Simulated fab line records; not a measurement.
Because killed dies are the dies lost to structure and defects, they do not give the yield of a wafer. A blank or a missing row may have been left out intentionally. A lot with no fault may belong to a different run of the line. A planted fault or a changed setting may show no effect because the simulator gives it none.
Matching of chambers + flow nand_harc + rie_diel-08 running NHARC_A_SGD_CUT_ETCHBACK_24: 4 sister chambers
The step etches the open film in CH3F/O2, target depth 50 nm, time 92.857 s. 14 wafers are shown with their chamber, then 7 later ones without.

## WAFERS WITH THEIR CHAMBER
| wafer  | chamber | rf_vpp_V (V) | throttle_valve_pct (%) | oes_product_au (a.u.) |
|--------|---------|--------------|------------------------|-----------------------|
| L074.1 | 2       | 245.1        | 20.660                 | 1.00                  |
| L074.5 | 3       | 245.7        | 20.662                 | 1.01                  |
| L074.6 | 0       | 243.7        | 20.675                 | 1.01                  |
| L076.1 | 3       | 247.1        | 20.658                 | 1.00                  |
| L076.3 | 0       | 244.5        | 20.663                 | 1.01                  |
| L076.4 | 1       | 244.0        | 20.676                 | 1.01                  |
| L077.1 | 2       | 245.8        | 20.663                 | 1.01                  |
| L077.4 | 3       | 244.2        | 20.673                 | 0.92                  |
| L077.6 | 0       | 244.4        | 20.678                 | 0.91                  |
| L084.1 | 3       | 245.8        | 20.670                 | 0.92                  |
| L084.3 | 2       | 248.1        | 20.653                 | 0.93                  |
| L084.5 | 3       | 244.8        | 20.646                 | 0.93                  |
| L085.4 | 2       | 246.0        | 20.667                 | 1.01                  |
| L085.5 | 2       | 247.1        | 20.660                 | 1.01                  |

SIGNATURES, as means of the wafers listed above
| reading            | chamber 0 | chamber 1 | chamber 2 | chamber 3 | scatter within a chamber |
|--------------------|-----------|-----------|-----------|-----------|--------------------------|
| rf_vpp_V           | 244.200   | 244.000   | 246.420   | 245.520   | 1.04                     |
| throttle_valve_pct | 20.67200  | 20.67600  | 20.66060  | 20.66180  | 0.00829                  |
| oes_product_au     | 0.9767    | 1.0100    | 0.9920    | 0.9560    | 0.0443                   |
Rule: for a wafer and a chamber, the distance is found by dividing, reading by reading, the gap between the wafer's reading and the chamber's mean by the reading's scatter, squaring, summing and taking the root. If the next closest chamber is less than 2 further off than the closest, the wafer can't be placed; otherwise it belongs to the closest. The scatter is the square root of a quotient: the sum, over the shown wafers, of each reading's squared deviation from its chamber's mean, divided by wafers minus chambers.

## WAFERS WHOSE CHAMBER IS MISSING
| wafer  | rf_vpp_V (V) | throttle_valve_pct (%) | oes_product_au (a.u.) |
|--------|--------------|------------------------|-----------------------|
| L085.6 | 246.2        | 20.646                 | 1.00                  |
| L089.2 | 244.4        | 20.669                 | 0.99                  |
| L089.3 | 246.5        | 20.650                 | 0.99                  |
| L089.6 | 243.0        | 20.654                 | 0.99                  |
| L091.1 | 248.1        | 20.659                 | 1.01                  |
| L091.3 | 246.0        | 20.656                 | 1.00                  |
| L091.4 | 244.6        | 20.665                 | 0.99                  |

## THE CHAMBER EACH PASSED THROUGH
| wafer  | from the rows above               | in truth |
|--------|-----------------------------------|----------|
| L085.6 | can't be placed: 2 or 3 or 0      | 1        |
| L089.2 | can't be placed: 0 or 1 or 3 or 2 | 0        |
| L089.3 | can't be placed: 2 or 3           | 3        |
| L089.6 | can't be placed: 0 or 3 or 1 or 2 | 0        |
| L091.1 | can't be placed: 2 or 3           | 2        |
| L091.3 | can't be placed: 2 or 3 or 0      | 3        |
| L091.4 | can't be placed: 0 or 3 or 1 or 2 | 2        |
0 of 7 placed correctly. Cannot be placed on the basis of these rows: 7; the candidates contain the true chamber in 6. 0 placed wrongly.
